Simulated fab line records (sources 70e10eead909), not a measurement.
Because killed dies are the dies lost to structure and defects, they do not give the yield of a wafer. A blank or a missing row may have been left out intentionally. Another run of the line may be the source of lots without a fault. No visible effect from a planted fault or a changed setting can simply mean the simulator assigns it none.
Which tool is to blame? -- flow nandHarc -- Sampling: 13 lots, 39 wafers, 6 of 1159 route steps

== WHAT EACH GAUGE READ, for each wafer ==
NHARC_P_STI_CD_MEAS_09: target cd 200 nm.
lot,measured,on,cdNm (nm)
L908,day 2 11:28,cdSem-02,198.7 198.1 197.0
L909,day 2 16:50,cdSem-02,202.3 203.2 203.0
L911,day 3 06:10,cdSem-03,195.5 201.3 197.1
L912,day 3 14:47,cdSem-02,201.4 194.5 199.6
L913,day 3 18:07,cdSem-01,203.7 200.0 200.3
L914,day 4 01:34,cdSem-01,204.5 198.4 201.3
L915,day 4 01:44,cdSem-03,197.6 197.5 198.4
L918,day 4 23:09,cdSem-02,204.3 202.0 199.2
L919,day 5 05:12,cdSem-01,199.7 197.0 198.9
L920,day 5 10:51,cdSem-03,229.7 230.5 236.2
L921,day 5 21:23,cdSem-03,197.4 200.7 196.6
L930,day 7 23:29,cdSem-03,196.5 195.0 196.9
L931,day 8 07:38,cdSem-03,202.8 203.6 202.7

NHARC_P_STI_OCD_MEAS_17.
lot,measured,on,trenchDepthNm (nm),trenchFootCdNm (nm)
L908,day 2 12:16,ocd-02,301 297 286,156.3 156.6 157.5
L909,day 2 17:38,ocd-02,289 295 299,162.1 161.9 160.6
L911,day 3 06:57,ocd-01,308 289 291,151.9 160.7 156.6
L912,day 3 15:34,ocd-01,293 295 293,159.8 153.1 158.5
L913,day 3 18:53,ocd-02,298 285 306,161.7 160.8 157.7
L914,day 4 02:22,ocd-02,304 301 306,161.9 156.1 158.2
L915,day 4 02:31,ocd-01,307 306 297,155.0 155.5 157.4
L918,day 4 23:56,ocd-02,285 301 286,164.6 160.5 158.8
L919,day 5 06:00,ocd-01,292 296 302,159.1 156.0 156.7
L920,day 5 11:38,ocd-01,292 307 301,188.5 188.2 193.7
L921,day 5 22:14,ocd-02,293 308 307,156.2 157.4 153.9
L930,day 8 00:16,ocd-01,293 297 293,155.4 153.1 155.4
L931,day 8 08:26,ocd-02,300 314 305,161.1 159.3 159.5

== TOOL THAT RAN EACH LOT (tool first, then ch and the chambers of the sampled wafers, then the start) ==
lot,NHARC_P_ZERO_WELL_RTA_42,NHARC_P_STI_EXPOSE_06,NHARC_P_STI_ETCH_31,NHARC_P_STI_ETCH_15
L908,"rtpAnneal-01 ch 0, day 1 19:21","krfScanner-02 ch 0, day 2 11:19","rieDiel-01 ch 0,1,2, day 2 12:02 or earlier","rieSi-03 ch 0,1,3, day 2 12:02"
L909,"rtpAnneal-02 ch 0, day 2 01:01","krfScanner-04 ch 0, day 2 16:41","rieDiel-08 ch 0,2,3, day 2 17:23 or earlier","rieSi-03 ch 0,2,3, day 2 17:23"
L911,"rtpAnneal-01 ch 0, day 2 13:08","krfScanner-04 ch 0, day 3 06:01","rieDiel-13 ch 0,1,3, day 3 06:43 or earlier","rieSi-03 ch 0,1, day 3 06:43"
L912,"rtpAnneal-01 ch 0, day 2 19:07","krfScanner-02 ch 0, day 3 14:38","rieDiel-08 ch 0,1, day 3 15:20 or earlier","rieSi-03 ch 2,3, day 3 15:20"
L913,"rtpAnneal-02 ch 0, day 3 01:14","krfScanner-03 ch 0, day 3 17:58","rieDiel-13 ch 0,1,3, day 3 18:40 or earlier","rieSi-03 ch 0,1,2, day 3 18:40"
L914,"rtpAnneal-01 ch 0, day 3 07:02","krfScanner-03 ch 0, day 4 01:26","rieDiel-01 ch 0,2,3, day 4 02:08 or earlier","rieSi-05 ch 0,2,3, day 4 02:08"
L915,"rtpAnneal-02 ch 0, day 3 12:52","krfScanner-02 ch 0, day 4 01:35","rieDiel-08 ch 0,1,3, day 4 02:17 or earlier","rieSi-02 ch 0,2,3, day 4 02:17"
L918,"rtpAnneal-01 ch 0, day 4 07:19","krfScanner-04 ch 0, day 4 23:00","rieDiel-13 ch 0,1,2, day 4 23:40 or earlier","rieSi-03 ch 0,1, day 4 23:40"
L919,"rtpAnneal-02 ch 0, day 4 13:09","krfScanner-03 ch 0, day 5 05:03","rieDiel-08 ch 0,1,3, day 5 05:45 or earlier","rieSi-02 ch 0,1,3, day 5 05:45"
L920,"rtpAnneal-02 ch 0, day 4 18:50","krfScanner-02 ch 0, day 5 10:42","rieDiel-08 ch 1,2,3, day 5 11:23 or earlier","rieSi-02 ch 0,1,2, day 5 11:23"
L921,"rtpAnneal-01 ch 0, day 5 00:59","krfScanner-02 ch 0, day 5 21:14","rieDiel-01 ch 1,3, day 5 22:00 or earlier","rieSi-02 ch 2,3, day 5 22:00"
L930,"rtpAnneal-02 ch 0, day 7 07:30","krfScanner-03 ch 0, day 7 23:20","rieDiel-13 ch 1,2,3, day 8 00:02 or earlier","rieSi-03 ch 1,3, day 8 00:02"
L931,"rtpAnneal-02 ch 0, day 7 13:06","krfScanner-04 ch 0, day 8 07:29","rieDiel-01 ch 0,1,2, day 8 08:12 or earlier","rieSi-02 ch 0,2,3, day 8 08:12"
- NHARC_P_ZERO_WELL_RTA_42: time 300 s.
- NHARC_P_STI_EXPOSE_06: exposes mask P STI, target cd 200 nm.
- NHARC_P_STI_ETCH_31: etches the open film in CF4/CHF3, target depth 108.9 nm, time 54.5 s.
- NHARC_P_STI_ETCH_15: etches the open film in HBr/Cl2, target depth 300 nm, time 100.1 s.

== WHAT THE TOOLS THEMSELVES READ (means of the sampled wafers that have a number; where no wafer has one, the mark that the record gives instead) ==
NHARC_P_ZERO_WELL_RTA_42.
lot,tool,lampPowerPct (%),lamp_zone_4_pct (%),wafer_temp_C_max
L908,rtpAnneal-01,37,37,1106.6
L909,rtpAnneal-02,31,31,1103.9
L911,rtpAnneal-01,37,37,1107.7
L912,rtpAnneal-01,37,37,1107.3
L913,rtpAnneal-02,31,31,1104.4
L914,rtpAnneal-01,37,37,1106.1
L915,rtpAnneal-02,31,31,1105.2
L918,rtpAnneal-01,37,37,1107.6
L919,rtpAnneal-02,31,31,1104.9
L920,rtpAnneal-02,31,31,1103.7
L921,rtpAnneal-01,37,37,1108.2
L930,rtpAnneal-02,31,31,1104.0
L931,rtpAnneal-02,31,31,1105.2

NHARC_P_STI_EXPOSE_06.
lot,tool,focusOffsetNm (nm),stageVelMmS (mm/s)
L908,krfScanner-02,0.1,500.24
L909,krfScanner-04,-0.2,500.19
L911,krfScanner-04,-0.1,499.83
L912,krfScanner-02,0.1,499.87
L913,krfScanner-03,0.1,499.96
L914,krfScanner-03,0.4,499.92
L915,krfScanner-02,0.2,500.05
L918,krfScanner-04,0.4,499.87
L919,krfScanner-03,-0.3,499.71
L920,krfScanner-02,-0.4,499.89
L921,krfScanner-02,0.2,499.91
L930,krfScanner-03,0.0,500.08
L931,krfScanner-04,0.1,500.33

NHARC_P_STI_ETCH_31.
lot,tool,drypumpMotorCurrentA (A),oesProductAu (a.u.),rfVppV (V),showerheadPlenumPTorr (Torr),throttleValvePct (%)
L908,rieDiel-01,5.61,0.970,372.3,1.60,16.805
L909,rieDiel-08,5.75,0.955,371.3,1.58,16.807
L911,rieDiel-13,5.83,0.936,372.9,1.63,16.804
L912,rieDiel-08,5.90,0.963,369.8,1.54,16.794
L913,rieDiel-13,5.83,0.980,372.3,1.63,16.813
L914,rieDiel-01,5.64,0.962,371.0,1.59,16.795
L915,rieDiel-08,5.68,0.972,368.8,1.53,16.800
L918,rieDiel-13,5.80,0.984,371.6,1.61,16.800
L919,rieDiel-08,5.69,0.977,368.4,1.53,16.811
L920,rieDiel-08,5.58,0.946,370.5,1.57,16.802
L921,rieDiel-01,6.09,0.927,371.2,1.58,16.808
L930,rieDiel-13,5.76,0.987,372.9,1.64,16.798
L931,rieDiel-01,5.61,0.958,371.4,1.60,16.808

NHARC_P_STI_ETCH_15.
lot,tool,drypumpMotorCurrentA (A),hbrFlowSccm (sccm),oesProductAu (a.u.),throttleValvePct (%)
L908,rieSi-03,5.7,150.2,0.987,26.400
L909,rieSi-03,5.4,149.8,0.993,26.404
L911,rieSi-03,5.7,149.7,0.990,26.403
L912,rieSi-03,5.4,150.0,0.989,26.407
L913,rieSi-03,5.6,149.8,0.991,26.404
L914,rieSi-05,6.0,150.4,1.008,26.405
L915,rieSi-02,5.9,150.4,1.005,26.399
L918,rieSi-03,5.7,150.4,0.986,26.406
L919,rieSi-02,5.8,149.9,0.988,26.399
L920,rieSi-02,5.9,150.2,1.001,26.412
L921,rieSi-02,5.8,150.2,1.001,26.400
L930,rieSi-03,5.7,150.6,0.985,26.406
L931,rieSi-02,5.9,149.9,1.009,26.412

== THE ANSWER, worked out from the rows above alone ==
Rule: usual is defined by the lots themselves. Put in order of their means at a reading, lots are off if they are a third of the lots or fewer, leave a main group of 4 or more, and stand apart from it by a gap of 3 or more times the standard deviation of the main group's means; of several such gaps the widest counts. A main group is skipped when, at the precision printed for the reading in the tables above, its means are all equal. Also off: a lot with no number at a reading for which 4 or more lots have one. All remaining lots with rows at the step are treated as sound. After the gauges, taken in route order, come the tools' own readings; for these a lot's mean is taken, as printed above. The first step at which some lot is off is used, and at that step the reading that is off furthest; a lot without a number counts as furthest.
Off: L920, at NHARC_P_STI_CD_MEAS_09 (cdNm). Mean 199.6 nm and standard deviation 2.2 in the main group.
If a tool, at a process step before that reading, ran all the lots that are off and no sound lot after the first of them, it fits. The gauges at NHARC_P_STI_CD_MEAS_09 aren't tried: what is off there is off at NHARC_P_STI_OCD_MEAS_17 too, on other tools, and a gauge's error can't cause that. Of those tried, none fits.

== WHAT WAS PUT IN BY THE SIMULATOR ==
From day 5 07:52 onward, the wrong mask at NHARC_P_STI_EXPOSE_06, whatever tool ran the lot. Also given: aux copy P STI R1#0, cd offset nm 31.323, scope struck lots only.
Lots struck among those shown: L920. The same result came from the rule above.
